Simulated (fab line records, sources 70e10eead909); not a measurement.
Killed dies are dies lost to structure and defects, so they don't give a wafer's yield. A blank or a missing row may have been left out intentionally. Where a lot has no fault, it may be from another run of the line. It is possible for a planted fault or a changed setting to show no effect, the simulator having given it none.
Which of the tools did it?	flow nand-harc	10 lots with 30 wafers sampled at 6 steps, on a route of 1302 steps

WHAT THE GAUGES SHOWED, per wafer
NHARC_P_ZERO_WELL_CD_MEAS_52 targets a cd of 2000 nm. Usual: 2001.6 nm for cd-nm, sd 2.7.
lot	measured	on	cd-nm (nm)	flag
L170	day 2 01:37	cd-sem-02	1998.8 2000.5 2002.3	
L171	day 2 11:29	cd-sem-03	2004.4 2003.4 2003.7	
L174	day 3 17:51	cd-sem-02	2002.0 1999.6 2001.8	
L175	day 4 05:48	cd-sem-01	1999.5 2001.6 1999.9	
L176	day 4 13:52	cd-sem-03	1998.2 2000.8 2001.8	
L178	day 5 09:58	cd-sem-03	2003.2 2002.3 2004.5	
L181	day 6 15:58	cd-sem-01	2002.9 2004.4 1999.4	
L191	day 10 19:59	cd-sem-01	2003.2 2003.3 2001.7	
L192	day 11 05:57	cd-sem-02	1995.1 2002.1 1996.7	
L193	day 11 15:52	cd-sem-03	2004.2 2007.7 2002.5	

NHARC_P_STI_CD_MEAS_09 targets a cd of 200 nm. Usual: 199 nm for cd-nm, sd 3.2.
lot	measured	on	cd-nm (nm)	flag
L170	day 3 01:57	cd-sem-03	191 202 199	
L171	day 3 08:56	cd-sem-03	193 194 198	
L174	day 4 10:56	cd-sem-03	198 192 197	
L175	day 4 23:43	cd-sem-02	200 197 199	
L176	day 5 10:29	cd-sem-02	195 202 202	
L178	day 6 03:00	cd-sem-03	202 197 201	
L181	day 7 09:20	cd-sem-03	189 191 184 190 191 184	OFF
L191	day 11 15:25	cd-sem-02	204 204 203	
L192	day 12 02:11	cd-sem-03	199 195 198	
L193	day 12 09:40	cd-sem-03	201 199 197	

NHARC_P_STI_OCD_MEAS_17. Usual: trench-depth-nm 300 nm, standard deviation 5.5; trench-foot-cd-nm 157 nm, standard deviation 3.3.
lot	measured	on	trench-depth-nm (nm)	trench-foot-cd-nm (nm)	flag
L170	day 3 02:46	ocd-02	301 296 302	148 161 157	
L171	day 3 09:45	ocd-02	301 300 311	151 153 155	
L174	day 4 11:44	ocd-01	300 300 304	156 149 155	
L175	day 5 00:29	ocd-02	305 308 301	157 154 158	
L176	day 5 11:16	ocd-02	303 301 303	153 160 159	
L178	day 6 03:47	ocd-01	295 294 309	161 155 157	
L181	day 7 16:20	ocd-02	303 297 304 304 297 303	147 149 141 147 149 142	OFF
L191	day 11 16:13	ocd-01	298 309 301	162 161 162	
L192	day 12 03:01	ocd-01	298 311 299	157 151 156	
L193	day 12 10:26	ocd-02	308 298 295	157 157 156	

EACH LOT AND THE TOOL THAT RAN IT (in order: tool; ch and the chambers of the sampled wafers; start)
lot	NHARC_P_ZERO_WELL_ETCH_65	NHARC_P_STI_EXPOSE_06	NHARC_P_STI_ETCH_31
L170	rie-diel-03 ch 0,3, day 1 21:22	krf-scanner-01 ch 0, day 3 01:48	rie-diel-10 ch 0,2, day 3 02:46 or earlier
L171	rie-diel-03 ch 0,3, day 2 07:22	krf-scanner-04 ch 0, day 3 08:47	rie-diel-09 ch 2,3, day 3 09:45 or earlier
L174	rie-diel-01 ch 0,1, day 3 13:34	krf-scanner-04 ch 0, day 4 10:46	rie-diel-09 ch 0,1,2, day 4 11:44 or earlier
L175	rie-diel-01 ch 0,3, day 4 01:22	krf-scanner-03 ch 0, day 4 23:34	rie-diel-09 ch 1,2,3, day 5 00:29 or earlier
L176	rie-diel-13 ch 1,3, day 4 09:31	krf-scanner-04 ch 0, day 5 10:20	rie-diel-10 ch 0,1,2, day 5 11:16 or earlier
L178	rie-diel-01 ch 1,3, day 5 05:34	krf-scanner-01 ch 0, day 6 02:51	rie-diel-09 ch 1,2,3, day 6 03:47 or earlier
L181	rie-diel-13 ch 2,3, day 6 11:34	krf-scanner-03 ch 0, day 7 09:11	rie-diel-10 ch 0,3, day 7 16:20 or earlier
L191	rie-diel-01 ch 1,2,3, day 10 15:31	krf-scanner-03 ch 0, day 11 15:16	rie-diel-10 ch 0,3, day 11 16:13 or earlier
L192	rie-diel-13 ch 1,3, day 11 01:47	krf-scanner-01 ch 0, day 12 02:02	rie-diel-10 ch 0,1,3, day 12 03:01 or earlier
L193	rie-diel-01 ch 1,2,3, day 11 11:29	krf-scanner-03 ch 0, day 12 09:31	rie-diel-10 ch 0,1,2, day 12 10:26 or earlier
- NHARC_P_ZERO_WELL_ETCH_65: etches the open film in N2/H2, target depth 80 nm, overetch 24 nm, time 87.88 s.
- NHARC_P_STI_EXPOSE_06: exposes mask P STI, target cd 200 nm.
- NHARC_P_STI_ETCH_31: etches the open film in CF4/CHF3, target depth 108.9 nm, time 54.5 s.

WHAT THE TOOLS THEMSELVES READ (means of the sampled wafers that have a number; where no wafer has one, the mark that the record gives instead)
NHARC_P_ZERO_WELL_ETCH_65. Usual: drypump-motor-current-A 5.8 A, standard deviation 0.35; oes-product-au 1.000 a.u., standard deviation 0.014; rf-vpp-V 431.2 V, standard deviation 2.8; showerhead-plenum-p-Torr 2.06 Torr, standard deviation 0.097; throttle-valve-pct 14.172 %, standard deviation 0.0091.
lot	tool	drypump-motor-current-A (A)	oes-product-au (a.u.)	rf-vpp-V (V)	showerhead-plenum-p-Torr (Torr)	throttle-valve-pct (%)	flag
L170	rie-diel-03	5.7	0.994	428.7	1.97	14.172	
L171	rie-diel-03	5.9	0.991	428.4	1.95	14.170	
L174	rie-diel-01	5.7	0.994	433.2	2.14	14.175	
L175	rie-diel-01	6.1	0.990	430.7	2.05	14.164	
L176	rie-diel-13	5.4	1.002	431.9	2.09	14.171	
L178	rie-diel-01	5.9	0.998	432.1	2.08	14.176	
L181	rie-diel-13	5.4	1.002	430.0	2.03	14.169	
L191	rie-diel-01	6.0	1.010	429.2	2.03	14.164	
L192	rie-diel-13	5.4	0.996	430.1	2.07	14.174	
L193	rie-diel-01	6.0	1.011	430.5	2.02	14.171	

NHARC_P_STI_EXPOSE_06. Usual: stage-vel-mm-s 500.03 mm/s, standard deviation 0.24.
lot	tool	stage-vel-mm-s (mm/s)	flag
L170	krf-scanner-01	499.94	
L171	krf-scanner-04	500.03	
L174	krf-scanner-04	499.87	
L175	krf-scanner-03	500.28	
L176	krf-scanner-04	500.12	
L178	krf-scanner-01	499.73	
L181	krf-scanner-03	500.11	
L191	krf-scanner-03	500.09	
L192	krf-scanner-01	499.95	
L193	krf-scanner-03	499.91	

NHARC_P_STI_ETCH_31. Usual: drypump-motor-current-A 5.6 A, standard deviation 0.47; oes-product-au 0.966 a.u., standard deviation 0.017; rf-vpp-V 370.4 V, standard deviation 2.4; showerhead-plenum-p-Torr 1.57 Torr, standard deviation 0.065; throttle-valve-pct 16.803 %, standard deviation 0.0087.
lot	tool	drypump-motor-current-A (A)	oes-product-au (a.u.)	rf-vpp-V (V)	showerhead-plenum-p-Torr (Torr)	throttle-valve-pct (%)	flag
L170	rie-diel-10	5.2	0.980	373.5	1.65	16.812	
L171	rie-diel-09	6.0	0.963	368.7	1.52	16.798	
L174	rie-diel-09	5.7	0.973	369.7	1.53	16.798	
L175	rie-diel-09	5.9	0.978	371.2	1.57	16.801	
L176	rie-diel-10	5.4	0.970	371.7	1.60	16.799	
L178	rie-diel-09	5.9	0.942	370.9	1.57	16.804	
L181	rie-diel-10	5.9	0.966	368.9	1.53	16.803	
L191	rie-diel-10	5.5	0.976	370.7	1.54	16.808	
L192	rie-diel-10	5.8	0.962	369.1	1.54	16.808	
L193	rie-diel-10	5.4	0.974	370.7	1.60	16.808	

THE ANSWER, worked out from the rows above alone
Rule: a lot counts as off when the mean over its wafers that have a number is more than 3 standard deviations away from the usual mean. A lot without any number at a reading at which 4 lots or more have one is off too. All remaining lots with rows at the step are treated as sound. Order of review: gauges by route order, followed by the tools' own readings, for which a lot's mean as printed above is used. The first step at which some lot is off is used, and at that step the reading that is off furthest; a lot without a number counts as furthest.
Off: L181, at NHARC_P_STI_CD_MEAS_09 (cd-nm).
If a tool, at a process step before that reading, ran all the lots that are off and no sound lot after the first of them, it fits. The gauges at NHARC_P_STI_CD_MEAS_09 aren't tried: what is off there is off at NHARC_P_STI_OCD_MEAS_17 too, on other tools, and a gauge's error can't cause that. Not one of the candidates tried fits.

WHAT THE SIMULATOR HAD INSERTED
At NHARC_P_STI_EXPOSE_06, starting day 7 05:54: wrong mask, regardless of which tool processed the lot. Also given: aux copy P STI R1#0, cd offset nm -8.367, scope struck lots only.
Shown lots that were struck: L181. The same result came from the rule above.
